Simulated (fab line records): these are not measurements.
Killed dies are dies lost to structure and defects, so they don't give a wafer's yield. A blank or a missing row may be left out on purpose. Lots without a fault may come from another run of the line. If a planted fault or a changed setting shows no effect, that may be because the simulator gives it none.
What tool caused it?    flow nand harc    Sampling: 13 lots, 39 wafers, 5 of 1302 route steps

== WHAT THE GAUGES SHOWED, per wafer ==
NHARC_HYBRID_BOND_OVL_MEAS_05.
lot   measured      on          overlay x nm (nm)  overlay y nm (nm)
L707  day 24 00:17  overlay-02  43 -54 2           16 10 -8
L706  day 24 07:34  overlay-02  86 63 -6           31 -5 -10
L708  day 24 13:23  overlay-01  16 -21 2           6 -14 -4
L709  day 25 08:28  overlay-02  -3 19 5            85 14 -4
L714  day 27 19:23  overlay-02  25 12 -14          -9 10 35
L713  day 28 04:48  overlay-02  35 28 18           14 -55 -56
L710  day 28 04:50  overlay-01  -2                 34
L716  day 28 18:54  overlay-01  -42 -23            -22 -26
L715  day 29 21:23  overlay-02  -14 58 2           13 -50 -37
L722  day 30 15:22  overlay-02  8 18 -41           48 -2 -15
L725  day 31 21:40  overlay-02  19 -35 56          -15 -23 15
L726  day 31 21:40  overlay-01  43 -14 -77         14 38 58
L729  day 34 21:40  overlay-01  -12 9 11           -35 23 33

NHARC_THIN_TSV_CD_MEAS_16.
lot   measured      on         cd nm (nm)
L707  day 24 05:12  cd sem-02  999.2 998.5 998.2
L706  day 24 11:24  cd sem-02  1004.2 1001.8 1001.6
L708  day 24 17:04  cd sem-03  1000.2 999.7 998.8
L709  day 25 12:04  cd sem-01  999.0 997.4 997.9
L714  day 27 23:04  cd sem-02  996.4 996.1 999.5
L713  day 28 08:47  cd sem-01  998.6 1002.0 1000.8
L710  day 28 10:23  cd sem-02  999.1
L716  day 28 22:30  cd sem-03  997.5 999.6
L715  day 30 02:28  cd sem-01  997.7 1000.1 997.5
L722  day 30 19:00  cd sem-03  996.2 1001.7 998.3
L725  day 32 03:47  cd sem-02  999.2 998.2 1000.4
L726  day 32 05:17  cd sem-01  1001.0 1003.7 999.8
L729  day 35 04:19  cd sem-03  997.9 1000.0 1003.2

NHARC_END_SORT_01.
lot   measured      on         defect limited yield (%)  killed at array  killed at other  killed at periphery  killed dies  killed open  killed short
L707  day 24 21:49  prober-02  89.5 91.9 87.3            68 52 85         0 1 0            3 2 1                71 55 86     4 2 5        2 1 2
L708  day 25 08:48  prober-02  91.1 89.4 89.4            51 65 67         2 1 1            7 6 4                60 72 72     4 4 3        3 2 1
L714  day 28 17:14  prober-02  89.8 91.9 91.6            63 53 50         3 0 6            3 2 1                69 55 57     4 3 7        6 2 2
L710  day 29 00:13  prober-02  0 91.6 0                  675 55 672       0 0 4            2 2 1                677 57 677   3 1 2        5 1 2
L716  day 29 14:12  prober-01  91.3 88.8 0               54 69 674        1 0 0            4 7 3                59 76 677    1 4 3        3 3 1
L722  day 31 16:09  prober-01  91.7 92.3 90.8            47 47 56         3 0 1            6 5 5                56 52 62     3 4 2        6 2 2
L725  day 32 17:38  prober-01  87.9 89.2 91.3            75 68 51         0 0 1            7 5 7                82 73 59     2 5 2        9 3 3
L726  day 32 21:37  prober-02  90.3 91.0 90.7            61 54 58         1 1 0            4 6 5                66 61 63     3 6 3        3 0 0

== TOOL THAT RAN EACH LOT (tool first, then ch and the chambers of the sampled wafers, then the start) ==
lot   NHARC_A_BONDPAD_ECD_18          NHARC_THIN_TSV_ETCH_59
L707  ecd cu-01 ch 0,1, day 23 15:21  rie metal-02 ch 0,1, day 24 10:27
L706  ecd cu-01 ch 0,1, day 23 17:34  rie metal-03 ch 1, day 24 16:40
L708  ecd cu-02 ch 0,1, day 24 02:07  rie metal-03 ch 0,1, day 24 23:16
L709  ecd cu-02 ch 0,1, day 24 20:23  rie metal-03 ch 0,1, day 25 17:14
L714  ecd cu-01 ch 1, day 27 08:35    rie metal-03 ch 0,1, day 28 04:18
L713  ecd cu-02 ch 0,1, day 27 18:02  rie metal-01 ch 0,1, day 28 14:08
L710  ecd cu-02 ch 1, day 27 21:26    rie metal-02 ch 0, day 28 15:35
L716  ecd cu-02 ch 0,1, day 28 05:34  rie metal-02 ch 0,1, day 29 03:49
L715  ecd cu-01 ch 0,1, day 29 00:16  rie metal-02 ch 0,1, day 30 07:50
L722  ecd cu-01 ch 0,1, day 30 05:44  rie metal-03 ch 0,1, day 31 00:19
L725  ecd cu-02 ch 0,1, day 31 09:41  rie metal-02 ch 0,1, day 32 08:53
L726  ecd cu-02 ch 0,1, day 31 10:13  rie metal-03 ch 0,1, day 32 10:32
L729  ecd cu-02 ch 0,1, day 34 07:35  rie metal-02 ch 0,1, day 35 09:46
- NHARC_A_BONDPAD_ECD_18: material Cu, target thk 400 nm.
- NHARC_THIN_TSV_ETCH_59: etches the open film in Cl2/BCl3, target depth 880 nm, time 138.1 s.

== WHAT THE TOOLS THEMSELVES READ (means of the sampled wafers that have a number; where no wafer has one, the mark that the record gives instead) ==
NHARC_A_BONDPAD_ECD_18.
lot   tool       bath heat duty pct (%)
L707  ecd cu-01  5.8
L706  ecd cu-01  6.1
L708  ecd cu-02  6.5
L709  ecd cu-02  5.5
L714  ecd cu-01  5.3
L713  ecd cu-02  5.6
L710  ecd cu-02  5.6
L716  ecd cu-02  6.0
L715  ecd cu-01  5.5
L722  ecd cu-01  5.5
L725  ecd cu-02  5.5
L726  ecd cu-02  5.4
L729  ecd cu-02  5.5

NHARC_THIN_TSV_ETCH_59.
lot   tool          drypump motor current A (A)  oes product au (a.u.)  rf fwd power W (W)  throttle valve pct (%)
L707  rie metal-02  6.1                          0.983                  898.7               22.258
L706  rie metal-03  4.9                          0.993                  896.3               22.252
L708  rie metal-03  5.1                          0.993                  893.5               22.270
L709  rie metal-03  5.1                          0.994                  894.6               22.261
L714  rie metal-03  5.3                          0.993                  897.7               22.274
L713  rie metal-01  5.3                          1.011                  896.6               22.270
L710  rie metal-02  5.9                          0.995                  898.0               22.273
L716  rie metal-02  6.1                          0.993                  897.2               22.258
L715  rie metal-02  6.0                          0.992                  893.7               22.259
L722  rie metal-03  5.1                          1.004                  894.6               22.264
L725  rie metal-02  6.0                          0.989                  895.4               22.257
L726  rie metal-03  5.3                          1.004                  897.3               22.263
L729  rie metal-02  6.0                          0.997                  899.1               22.261

== THE ANSWER, worked out from the rows above alone ==
Rule: usual is defined by the lots themselves. Put in order of their means at a reading, lots are off if they are a third of the lots or fewer, leave a main group of 4 or more, and stand apart from it by a gap of 3 or more times the standard deviation of the main group's means; of several such gaps the widest counts. Not used: any main group whose means are identical at the precision the tables above print for the reading. Also off: a lot with no number at a reading for which 4 or more lots have one. The other lots that the step has rows for count as sound. First the gauges in route order, then the tools' own readings, where a lot's mean is used as printed above. The first step at which some lot is off is used, and at that step the reading that is off furthest; a lot without a number counts as furthest.
Off at NHARC_END_SORT_01 (defect limited yield): L710, L716. Main group: mean 90.4 %, sd 0.79. Neither off nor sound, because the step has no rows for them: L706, L709, L713, L715, L729.
A tool fits if, at a process step before that reading, it ran every lot that is off, and no sound lot after the first of them. The gauges at NHARC_END_SORT_01 are tried like those tools. No candidate that was tried fits.

== WHAT THE SIMULATOR PUT IN ==
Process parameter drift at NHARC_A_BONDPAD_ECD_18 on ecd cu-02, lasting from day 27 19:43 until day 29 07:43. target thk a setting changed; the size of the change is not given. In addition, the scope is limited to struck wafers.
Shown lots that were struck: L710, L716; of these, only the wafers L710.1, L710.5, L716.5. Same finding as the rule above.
